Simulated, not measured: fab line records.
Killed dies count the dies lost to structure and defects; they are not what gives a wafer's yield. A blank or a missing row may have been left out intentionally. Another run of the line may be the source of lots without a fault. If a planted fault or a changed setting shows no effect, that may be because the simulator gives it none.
Chamber matching + flow n5 finfet + 3 sister chambers for N5_SDB_HM_DEP_00 on pecvd-01
The step deposits SiNx from SiH4/NH3/N2, target thk 40 nm, time 35.3 s. 6 wafers are shown with their chamber, then 9 later ones without.

## WAFERS WITH THEIR CHAMBER
| wafer  | chamber | throttle valve pct (%) | showerhead plenum p Torr (Torr) |
|--------|---------|------------------------|---------------------------------|
| L080.3 | 1       | 40.1                   | 5.10                            |
| L086.1 | 1       | 40.2                   | 5.08                            |
| L086.5 | 2       | 35.1                   | 5.10                            |
| L088.2 | 2       | 34.9                   | 5.11                            |
| L088.3 | 0       | 40.4                   | 4.96                            |
| L088.5 | 0       | 40.2                   | 4.97                            |

## WAFERS WITH NO CHAMBER GIVEN
| wafer  | throttle valve pct (%) | showerhead plenum p Torr (Torr) |
|--------|------------------------|---------------------------------|
| L090.3 | 35.3                   | 5.11                            |
| L090.4 | 35.3                   | 5.11                            |
| L090.6 | 40.4                   | 4.97                            |
| L093.2 | 40.4                   | 4.97                            |
| L093.5 | 35.4                   | 5.11                            |
| L093.6 | 40.0                   | 4.98                            |
| L096.2 | 40.1                   | 5.08                            |
| L096.3 | 40.5                   | 4.99                            |
| L096.4 | 40.2                   | 5.09                            |

## WHICH CHAMBER EACH WENT THROUGH
| wafer  | from the rows above | in truth |
|--------|---------------------|----------|
| L090.3 | 2                   | 2        |
| L090.4 | 2                   | 2        |
| L090.6 | 0                   | 0        |
| L093.2 | 0                   | 0        |
| L093.5 | 2                   | 2        |
| L093.6 | 0                   | 0        |
| L096.2 | 1                   | 1        |
| L096.3 | 0                   | 0        |
| L096.4 | 1                   | 1        |
Correct placement for 9 of the 9. Can't be placed from these rows: 0. Number placed wrongly: 0.
How it was worked out, from the rows above alone: a wafer's distance from a chamber is the root of the sum, over the readings, of the square of ((its reading less the chamber's mean) divided by the reading's scatter). If the next closest chamber is less than 2 further off than the closest, the wafer can't be placed; otherwise it belongs to the closest. For every chamber, the mean is computed from those of its wafers that are shown. How the scatter is found: for the shown wafers, subtract from each reading the mean of its chamber, square and add these, divide the total by (wafers less chambers), then take the root.
